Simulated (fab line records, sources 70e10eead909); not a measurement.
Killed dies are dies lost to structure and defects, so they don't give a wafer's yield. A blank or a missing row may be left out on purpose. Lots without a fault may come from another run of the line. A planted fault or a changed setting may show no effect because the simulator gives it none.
fab line records | flow nand_harc
record lots=7 wafers=21 last_day=33
route steps=1302 shown A_ONON_D1@428 END@1302
lots that met no fault: from a run of the same line without faults
start_h: hours from the record's first day to the start of the lot's first wafer shown | wait_h: hours since the lot's step before | " the same as in the row above | L1.1+2: a row that stands for several wafers | - no value, or no start given | * or withheld: withheld | < > ~ a bound
route shown NAME@n: a module of which the file shows steps, and the number in the route of the first | usual: mean/standard deviation of fault-free wafers | same: alike in all rows | chamber/n: place in a boat | sites: the reading at each site | _std_site: their standard deviation | _edge_site: outer sites' mean less inner sites' | radius_mm: how far each site lies from the wafer's centre | mask NAME#n: copy n | behind: the tool/chamber that last shaped the wafer | hold: why the lot was held/for how many hours/how that ended | device: the transistor (n, p or np) that didn't switch | end of line: the same wafers' tests at the end of the route | a step without rows: its recipe alone | killed: dies lost to structure and defects at the first sort, not the wafer's yield | map: a wafer's dies, x killed, . not, _ none there
set.NAME: the setting as run; set.NAME@STEP: as run at that earlier step | model.NAME: the simulator's own value behind a step, which no gauge read
lots at some steps of the route; a table a step, a row a wafer
services: from which hour (start_h, from the record's first day; less than 0 if before it) a tool's chamber was out of use, for how many hours, and why
## steps
# step NHARC_A_ONON_D1_DEP_06
# recipe target_thk_a=10000 n2_flow_sccm=2750 n2o_flow_sccm=2000 nh3_flow_sccm=500 sih4_flow_sccm=210 temp_c=400
# step NHARC_A_ONON_D1_THK_MEAS_08
# recipe thk_meas_gauge=ellipsometry
# usual thk_nm=998/9.3
# columns lot.wafer tool chamber start_h wait_h thk_nm
L531.1 film_metro-01 - 172.08 - 990
L531.5 " - " " 990
L531.6 " - " " 990
L536.2 film_metro-01 - 216.71 - 1017
L536.3 " - " " 1015
L536.5 " - " " 1015
L539.1 film_metro-02 - 256.11 - 1014
L539.2 " - " " 1017
L539.6 " - " " 1017
L541.3 film_metro-02 - 270.11 - 979
L541.4 " - " " 979
L541.5 " - " " 980
L542.3 film_metro-02 - 280.93 - 988
L542.4 " - " " 988
L542.6 " - " " 988
L547.1 film_metro-01 - 336.01 - 1003
L547.3 " - " " 1002
L547.4 " - " " 1001
L552.1 film_metro-01 - 382.69 - 989
L552.2 " - " " 988
L552.5 " - " " 988
# step NHARC_A_ONON_D1_DEP_09
# recipe target_thk_a=10000 n2_flow_sccm=2750 n2o_flow_sccm=2000 nh3_flow_sccm=500 sih4_flow_sccm=210 temp_c=400
# step NHARC_A_ONON_D1_THK_MEAS_11
# recipe thk_meas_gauge=ellipsometry
# usual thk_nm=998/9.7
# columns lot.wafer tool chamber start_h wait_h thk_nm
L531.1 film_metro-01 - 172.65 - 999
L531.5 " - " " 999
L531.6 " - " " 997
L536.2 film_metro-01 - 217.28 - 1013
L536.3 " - " " 1012
L536.5 " - " " 1014
L539.1 film_metro-02 - 256.67 - 994
L539.2 " - " " 995
L539.6 " - " " 994
L541.3 film_metro-01 - 270.67 - 998
L541.4 " - " " 996
L541.5 " - " " 995
L542.3 film_metro-01 - 281.50 - 990
L542.4 " - " " 991
L542.6 " - " " 989
L547.1 film_metro-01 - 336.57 - 990
L547.3 " - " " 989
L547.4 " - " " 988
L552.1 film_metro-01 - 383.27 - 1004
L552.2 " - " " 1003
L552.5 " - " " 1004
# step NHARC_A_ONON_D1_DEP_12
# recipe target_thk_a=10000 n2_flow_sccm=2750 n2o_flow_sccm=2000 nh3_flow_sccm=500 sih4_flow_sccm=210 temp_c=400
# step NHARC_A_ONON_D1_THK_MEAS_14
# recipe thk_meas_gauge=ellipsometry
# usual thk_nm=997/8.7
# columns lot.wafer tool chamber start_h wait_h thk_nm
L531.1 film_metro-02 - 173.25 - 1014
L531.5 " - " " 1013
L531.6 " - " " 1013
L536.2 film_metro-01 - 217.85 - 1005
L536.3 " - " " 1006
L536.5 " - " " 1005
L539.1 film_metro-02 - 257.24 - 992
L539.2 " - " " 993
L539.6 " - " " 990
L541.3 film_metro-01 - 271.24 - 991
L541.4 " - " " 989
L541.5 " - " " 991
L542.3 film_metro-01 - 282.07 - 1001
L542.4 " - " " 1002
L542.6 " - " " 1002
L547.1 film_metro-02 - 337.13 - 1002
L547.3 " - " " 1004
L547.4 " - " " 1004
L552.1 film_metro-01 - 383.84 - 1001
L552.2 " - " " 1001
L552.5 " - " " 999
# step NHARC_A_ONON_D1_ANNEAL_15
# recipe temp_c=750 time_s=3600
# step NHARC_A_ONON_D1_DEP_16
# recipe target_thk_a=10000 n2_flow_sccm=2750 n2o_flow_sccm=2000 nh3_flow_sccm=500 sih4_flow_sccm=210 temp_c=400
# step NHARC_A_ONON_D1_THK_MEAS_18
# recipe thk_meas_gauge=ellipsometry
# usual thk_nm=999/7.1
# columns lot.wafer tool chamber start_h wait_h thk_nm
L531.1 film_metro-01 - 184.10 - 1007
L531.5 " - " " 1007
L531.6 " - " " 1004
L536.2 film_metro-01 - 226.39 - 999
L536.3 " - " " 1000
L536.5 " - " " 996
L539.1 film_metro-02 - 267.10 - 999
L539.2 " - " " 999
L539.6 " - " " 999
L541.3 film_metro-01 - 279.04 - 986
L541.4 " - " " 987
L541.5 " - " " 986
L542.3 film_metro-01 - 294.09 - 1003
L542.4 " - " " 1001
L542.6 " - " " 1001
L547.1 film_metro-02 - 344.96 - 995
L547.3 " - " " 996
L547.4 " - " " 995
L552.1 film_metro-02 - 392.19 - 996
L552.2 " - " " 996
L552.5 " - " " 997
# step NHARC_A_ONON_D1_DEP_19
# recipe target_thk_a=10000 n2_flow_sccm=2750 n2o_flow_sccm=2000 nh3_flow_sccm=500 sih4_flow_sccm=210 temp_c=400
# step NHARC_A_ONON_D1_THK_MEAS_21
# recipe thk_meas_gauge=ellipsometry
# usual thk_nm=1003/8.5
# columns lot.wafer tool chamber start_h wait_h thk_nm
L531.1 film_metro-01 - 184.66 - 1007
L531.5 " - " " 1006
L531.6 " - " " 1005
L536.2 film_metro-01 - 226.95 - 1003
L536.3 " - " " 1005
L536.5 " - " " 1005
L539.1 film_metro-02 - 267.67 - 1015
L539.2 " - " " 1015
L539.6 " - " " 1014
L541.3 film_metro-02 - 279.60 - 1000
L541.4 " - " " 999
L541.5 " - " " 1001
L542.3 film_metro-01 - 294.66 - 1003
L542.4 " - " " 1003
L542.6 " - " " 1003
L547.1 film_metro-01 - 345.52 - 1003
L547.3 " - " " 1003
L547.4 " - " " 1003
L552.1 film_metro-01 - 392.76 - 986
L552.2 " - " " 986
L552.5 " - " " 987
# step NHARC_A_ONON_D1_DEP_22
# recipe target_thk_a=10000 n2_flow_sccm=2750 n2o_flow_sccm=2000 nh3_flow_sccm=500 sih4_flow_sccm=210 temp_c=400
# columns lot.wafer tool chamber start_h wait_h
L531.1+5+6 pecvd_onon-01 0 184.72 0.1
L536.2+3+5 pecvd_onon-02 0 227.07 0.1
L539.1+2+6 pecvd_onon-02 0 267.72 0.1
L541.3+4+5 pecvd_onon-02 0 279.78 0.2
L542.3+4+6 pecvd_onon-02 0 294.83 0.2
L547.1+3+4 pecvd_onon-01 0 345.58 0.1
L552.1+2+5 pecvd_onon-01 0 392.81 0.1
# step NHARC_A_ONON_D1_THK_MEAS_24
# recipe thk_meas_gauge=ellipsometry
# usual thk_nm=1004/8.8
# columns lot.wafer tool chamber start_h wait_h thk_nm
L531.1 film_metro-01 - 185.24 - 1002
L531.5 " - " " 1004
L531.6 " - " " 1003
L536.2 film_metro-01 - 227.52 - 985
L536.3 " - " " 986
L536.5 " - " " 986
L539.1 film_metro-01 - 268.24 - 705
L539.2 " - " " 706
L539.6 " - " " 706
L541.3 film_metro-02 - 280.17 - 706
L541.4 " - " " 708
L541.5 " - " " 709
L542.3 film_metro-01 - 295.22 - 716
L542.4 " - " " 717
L542.6 " - " " 715
L547.1 film_metro-02 - 346.09 - 1000
L547.3 " - " " 1001
L547.4 " - " " 1001
L552.1 film_metro-02 - 393.33 - 1015
L552.2 " - " " 1014
L552.5 " - " " 1014
# step NHARC_A_ONON_D1_DEP_25
# recipe target_thk_a=10000 n2_flow_sccm=2750 n2o_flow_sccm=2000 nh3_flow_sccm=500 sih4_flow_sccm=210 temp_c=400
# step NHARC_END_SORT_01
# recipe temp_c=25
# usual killed_at_array=56/20 killed_at_other=0.9/1.1 killed_at_periphery=3.7/3 killed_dies=61/21 killed_open=2.9/1.6 killed_short=2.6/1.4
# same gross_dies=677
# columns lot.wafer tool chamber start_h wait_h killed_at_array killed_at_other killed_at_periphery killed_dies killed_open killed_short
L536.2 prober-02 0 615.75 2.8 82 0 1 83 2 3
L536.3 prober-02 0 616.56 3.1 93 0 2 95 0 1
L536.5 prober-02 0 618.17 3.7 62 0 2 64 4 0
L539.1 prober-01 0 661.87 2.5 671 0 6 677 2 2
L539.2 prober-01 0 662.66 2.8 672 2 3 677 3 4
L539.6 prober-01 0 665.82 3.9 668 1 8 677 5 1
L541.3 prober-01 0 671.20 3.1 664 2 11 677 4 4
L541.4 prober-01 0 672.00 3.4 671 0 6 677 4 3
L541.5 prober-01 0 672.80 3.7 668 1 8 677 0 3
L542.3 prober-02 0 680.30 3.1 674 1 2 677 3 0
L542.4 prober-02 0 681.10 3.4 672 1 4 677 3 3
L542.6 prober-02 0 682.71 4.0 672 0 5 677 4 3
# killed by level:class
L536.2 A_SLIT:chamber_film_flake=32 A_CHANNEL_HOLE_D2:chamber_film_flake=24 A_CONTACT:chamber_film_flake=8 A_CHANNEL_HOLE_D1:chamber_film_flake=4 A_CHANNEL_FILL_D1:chamber_film_flake=3 A_SGD_CUT:chamber_film_flake=3 A_DECK1_JOINT:geometric_particle:short=1 A_CHANNEL_FILL_D2:geometric_particle:open=1
L536.3 A_CHANNEL_HOLE_D2:chamber_film_flake=39 A_SLIT:chamber_film_flake=37 A_CONTACT:chamber_film_flake=9 A_WL_FILL:chamber_film_flake=4 A_DECK1_JOINT:geometric_particle:short=1 P_ZERO_WELL:chamber_film_flake=1 P_GATE:chamber_film_flake=1 A_CHANNEL_HOLE_D1:chamber_film_flake=1
L536.5 A_CHANNEL_HOLE_D2:chamber_film_flake=26 A_SLIT:chamber_film_flake=22 A_CONTACT:chamber_film_flake=5 P_ZERO_WELL:chamber_film_flake=2 A_CHANNEL_HOLE_D1:chamber_film_flake=2 A_SGD_CUT:chamber_film_flake=2 A_CHANNEL_HOLE_D1:geometric_particle:open=1 A_DECK1_JOINT:geometric_particle:open=1
L539.1 A_ONON_D1:area_dep=634 A_CHANNEL_HOLE_D2:chamber_film_flake=17 A_CHANNEL_HOLE_D1:chamber_film_flake=9 P_M0:chamber_film_flake=5 A_STAIRCASE:chamber_film_flake=3 A_CONTACT:chamber_film_flake=2 A_CHANNEL_FILL_D1:geometric_particle:short=1 A_WL_FILL:geometric_particle:open=1
L539.2 A_ONON_D1:area_dep=634 A_CHANNEL_HOLE_D2:chamber_film_flake=13 A_CHANNEL_HOLE_D1:chamber_film_flake=7 A_WL_FILL:chamber_film_flake=4 A_CONTACT:chamber_film_flake=4 P_M0:chamber_film_flake=2 A_BONDPAD:chamber_film_flake=2 THIN_TSV:chamber_film_flake=2
L539.6 A_ONON_D1:area_dep=631 A_CHANNEL_HOLE_D2:chamber_film_flake=16 A_CHANNEL_HOLE_D1:chamber_film_flake=8 A_SLIT:chamber_film_flake=3 P_GATE:chamber_film_flake=2 P_M0:chamber_film_flake=2 A_ZERO_WELL:chamber_film_flake=2 A_CONTACT:chamber_film_flake=2
L541.3 A_ONON_D1:area_dep=588 A_CHANNEL_HOLE_D1:chamber_film_flake=31 A_SLIT:chamber_film_flake=24 A_CHANNEL_HOLE_D2:chamber_film_flake=5 P_STI:chamber_film_flake=3 P_GATE:chamber_film_flake=3 P_M0:chamber_film_flake=3 A_DECK1_JOINT:chamber_film_flake=3
L541.4 A_ONON_D1:area_dep=601 A_SLIT:chamber_film_flake=22 A_CHANNEL_HOLE_D1:chamber_film_flake=18 A_CHANNEL_HOLE_D2:chamber_film_flake=13 P_STI:chamber_film_flake=3 A_STAIRCASE:chamber_film_flake=3 P_M0:chamber_film_flake=2 A_CONTACT:chamber_film_flake=2
L541.5 A_ONON_D1:area_dep=588 A_SLIT:chamber_film_flake=33 A_CHANNEL_HOLE_D1:chamber_film_flake=19 A_CHANNEL_HOLE_D2:chamber_film_flake=13 P_STI:chamber_film_flake=4 P_M0:chamber_film_flake=3 A_CONTACT:chamber_film_flake=3 A_BLC:chamber_film_flake=3
L542.3 A_ONON_D1:area_dep=644 A_CHANNEL_HOLE_D1:chamber_film_flake=22 A_STAIRCASE:chamber_film_flake=3 A_CHANNEL_FILL_D1:chamber_film_flake=2 P_GATE:geometric_particle:open=1 A_CHANNEL_FILL_D1:geometric_particle:open=1 A_M0:geometric_particle:open=1 P_M2:chamber_film_flake=1
L542.4 A_ONON_D1:area_dep=616 A_CHANNEL_HOLE_D1:chamber_film_flake=38 A_CHANNEL_FILL_D2:chamber_film_flake=4 A_SLIT:chamber_film_flake=3 P_ZERO_WELL:chamber_film_flake=2 A_STAIRCASE:chamber_film_flake=2 P_GATE:geometric_particle:open=1 A_ONON_D1:geometric_particle:short=1
L542.6 A_ONON_D1:area_dep=630 A_CHANNEL_HOLE_D1:chamber_film_flake=27 A_CHANNEL_FILL_D1:chamber_film_flake=3 P_M2:chamber_film_flake=2 A_STAIRCASE:chamber_film_flake=2 A_WL_FILL:chamber_film_flake=2 P_GATE:geometric_particle:open=1 P_CONTACT:geometric_particle:open=1
# map L539.1 (x killed, . not)
____________x____________
_________xxxxxxx_________
_______xxxxxxxxxxx_______
______xxxxxxxxxxxxx______
_____xxxxxxxxxxxxxxx_____
____xxxxxxxxxxxxxxxxx____
____xxxxxxxxxxxxxxxxx____
___xxxxxxxxxxxxxxxxxxx___
___xxxxxxxxxxxxxxxxxxx___
__xxxxxxxxxxxxxxxxxxxxx__
__xxxxxxxxxxxxxxxxxxxxx__
_xxxxxxxxxxxxxxxxxxxxxxx_
_xxxxxxxxxxxxxxxxxxxxxxx_
_xxxxxxxxxxxxxxxxxxxxxxx_
_xxxxxxxxxxxxxxxxxxxxxxx_
_xxxxxxxxxxxxxxxxxxxxxxx_
xxxxxxxxxxxxxxxxxxxxxxxxx
xxxxxxxxxxxxxxxxxxxxxxxxx
xxxxxxxxxxxxxxxxxxxxxxxxx
xxxxxxxxxxxxxxxxxxxxxxxxx
xxxxxxxxxxxxxxxxxxxxxxxxx
_xxxxxxxxxxxxxxxxxxxxxxx_
_xxxxxxxxxxxxxxxxxxxxxxx_
_xxxxxxxxxxxxxxxxxxxxxxx_
_xxxxxxxxxxxxxxxxxxxxxxx_
_xxxxxxxxxxxxxxxxxxxxxxx_
__xxxxxxxxxxxxxxxxxxxxx__
__xxxxxxxxxxxxxxxxxxxxx__
___xxxxxxxxxxxxxxxxxxx___
___xxxxxxxxxxxxxxxxxxx___
____xxxxxxxxxxxxxxxxx____
____xxxxxxxxxxxxxxxxx____
_____xxxxxxxxxxxxxxx_____
______xxxxxxxxxxxxx______
_______xxxxxxxxxxx_______
_________xxxxxxx_________
____________x____________
# map L541.3 (x killed, . not)
____________x____________
_________xxxxxxx_________
_______xxxxxxxxxxx_______
______xxxxxxxxxxxxx______
_____xxxxxxxxxxxxxxx_____
____xxxxxxxxxxxxxxxxx____
____xxxxxxxxxxxxxxxxx____
___xxxxxxxxxxxxxxxxxxx___
___xxxxxxxxxxxxxxxxxxx___
__xxxxxxxxxxxxxxxxxxxxx__
__xxxxxxxxxxxxxxxxxxxxx__
_xxxxxxxxxxxxxxxxxxxxxxx_
_xxxxxxxxxxxxxxxxxxxxxxx_
_xxxxxxxxxxxxxxxxxxxxxxx_
_xxxxxxxxxxxxxxxxxxxxxxx_
_xxxxxxxxxxxxxxxxxxxxxxx_
xxxxxxxxxxxxxxxxxxxxxxxxx
xxxxxxxxxxxxxxxxxxxxxxxxx
xxxxxxxxxxxxxxxxxxxxxxxxx
xxxxxxxxxxxxxxxxxxxxxxxxx
xxxxxxxxxxxxxxxxxxxxxxxxx
_xxxxxxxxxxxxxxxxxxxxxxx_
_xxxxxxxxxxxxxxxxxxxxxxx_
_xxxxxxxxxxxxxxxxxxxxxxx_
_xxxxxxxxxxxxxxxxxxxxxxx_
_xxxxxxxxxxxxxxxxxxxxxxx_
__xxxxxxxxxxxxxxxxxxxxx__
__xxxxxxxxxxxxxxxxxxxxx__
___xxxxxxxxxxxxxxxxxxx___
___xxxxxxxxxxxxxxxxxxx___
____xxxxxxxxxxxxxxxxx____
____xxxxxxxxxxxxxxxxx____
_____xxxxxxxxxxxxxxx_____
______xxxxxxxxxxxxx______
_______xxxxxxxxxxx_______
_________xxxxxxx_________
____________x____________
## services
# columns tool chamber start_h hours kind
pecvd_onon-02 - 185.00 13.0 pm
pecvd_onon-01 - 269.00 13.0 pm
pecvd_onon-02 - 366.32 13.0 pm
## key
first_sign step=NHARC_A_ONON_D1_THK_MEAS_24 reading=thk_nm direction=down sigmas=33 usual=1004 struck=710
effect step=NHARC_END_SORT_01 reading=killed_at_array direction=up sigmas=30 usual=56 struck=670
more_kills_born_at NHARC_A_ONON_D1_DEP_22@pecvd_onon-02=5566
met_at NHARC_A_ONON_D1_DEP_22
struck_wafers L539.1,L539.2,L539.6,L541.3,L541.4,L541.5,L542.3,L542.4,L542.6
later_rows_left_out L539.1,L539.2,L539.6,L541.3,L541.4,L541.5,L542.3,L542.4,L542.6
tester_left_out L539,L541,L542
onset_between 227.07 267.72
fault kind=process_parameter_drift tool=pecvd_onon-02 chamber=- onset_h=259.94 steps=NHARC_A_ONON_D1_DEP_22 channel=target_thk_a offset=* shape=step end_h=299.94 acts_in=* stated=*
# tester_left_out: of these lots the tester's yield and bins aren't shown, on N5 and GAA mostly nor the transistor test; their killed dies are dies lost to structure and defects alone, not to doping, threshold or leakage, so they don't give the yield
# later_rows_left_out: the simulator's readings of these wafers behind a module that went badly wrong aren't trusted and aren't shown, but for the sort
